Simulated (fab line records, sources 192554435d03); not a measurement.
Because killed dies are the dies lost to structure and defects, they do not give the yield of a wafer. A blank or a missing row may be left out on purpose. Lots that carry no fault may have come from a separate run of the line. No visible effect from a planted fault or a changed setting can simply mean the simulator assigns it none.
Chamber matching	flow n5 finfet	N5_BEOL_M0_SAQP_ETCH_88 on rie diel-06 has 4 sister chambers
The step etches underlayer in N2/H2, target depth 6.5 nm, time 5.2 s. 24 wafers are shown with their chamber, then 12 later ones without.

## WAFERS WITH THEIR CHAMBER
wafer	chamber	drypump motor current A (A)	showerhead plenum p Torr (Torr)	throttle valve pct (%)
L074.1	2	5.2	2.58	18.0
L074.2	0	5.8	2.63	17.9
L074.5	2	5.2	2.58	18.0
L076.3	0	5.7	2.63	17.9
L076.4	2	5.2	2.58	18.0
L076.6	3	5.8	2.61	17.8
L078.4	3	5.8	2.61	17.9
L078.5	2	5.2	2.58	18.0
L078.6	0	5.7	2.62	17.9
L079.2	1	5.9	2.51	18.4
L079.4	2	5.2	2.58	18.0
L079.6	0	5.8	2.62	17.9
L081.3	1	5.9	2.51	18.4
L081.5	3	5.8	2.61	17.4
L081.6	2	5.2	2.58	18.0
L082.1	1	5.9	2.51	18.4
L082.3	0	5.8	2.62	17.9
L082.5	3	5.8	2.61	17.4
L083.2	1	5.9	2.51	18.3
L083.5	0	5.8	2.62	17.9
L083.6	3	5.8	2.60	17.4
L084.1	1	5.9	2.51	18.4
L084.3	0	5.7	2.62	17.9
L084.6	3	5.8	2.60	17.4

SIGNATURES (averages over the wafers above)
reading	chamber 0	chamber 1	chamber 2	chamber 3	scatter within a chamber
drypump motor current A	5.757	5.900	5.200	5.800	0.0293
showerhead plenum p Torr	2.6229	2.5100	2.5800	2.6067	0.00372
throttle valve pct	17.900	18.380	18.000	17.550	0.119
Rule: a wafer lies at a distance from a chamber equal to the root of the sum of squares, over the readings, of (its reading less the chamber's mean, divided by the reading's scatter). The wafer belongs to the nearest chamber; if the next one is less than 2 further off, it can't be placed. How the scatter is found: for the shown wafers, subtract from each reading the mean of its chamber, square and add these, divide the total by (wafers less chambers), then take the root.

## WAFERS WITH NO CHAMBER GIVEN
wafer	drypump motor current A (A)	showerhead plenum p Torr (Torr)	throttle valve pct (%)
L085.1	5.7	2.62	17.9
L085.2	5.9	2.51	18.4
L085.3	5.2	2.57	18.0
L087.2	5.9	2.51	18.4
L087.3	5.2	2.57	18.1
L087.6	5.9	2.51	18.4
L088.2	5.8	2.60	17.4
L088.4	5.7	2.62	17.9
L088.6	5.7	2.62	17.9
L094.1	5.2	2.57	18.1
L094.5	5.9	2.50	18.4
L094.6	5.2	2.57	18.1

## WHICH CHAMBER EACH WENT THROUGH
wafer	from the rows above	in truth
L085.1	0	0
L085.2	1	1
L085.3	2	2
L087.2	1	1
L087.3	2	2
L087.6	1	1
L088.2	3	3
L088.4	0	0
L088.6	0	0
L094.1	2	2
L094.5	1	1
L094.6	2	2
Placed correctly: 12 of 12. Not placeable from these rows: 0. 0 placed wrongly.
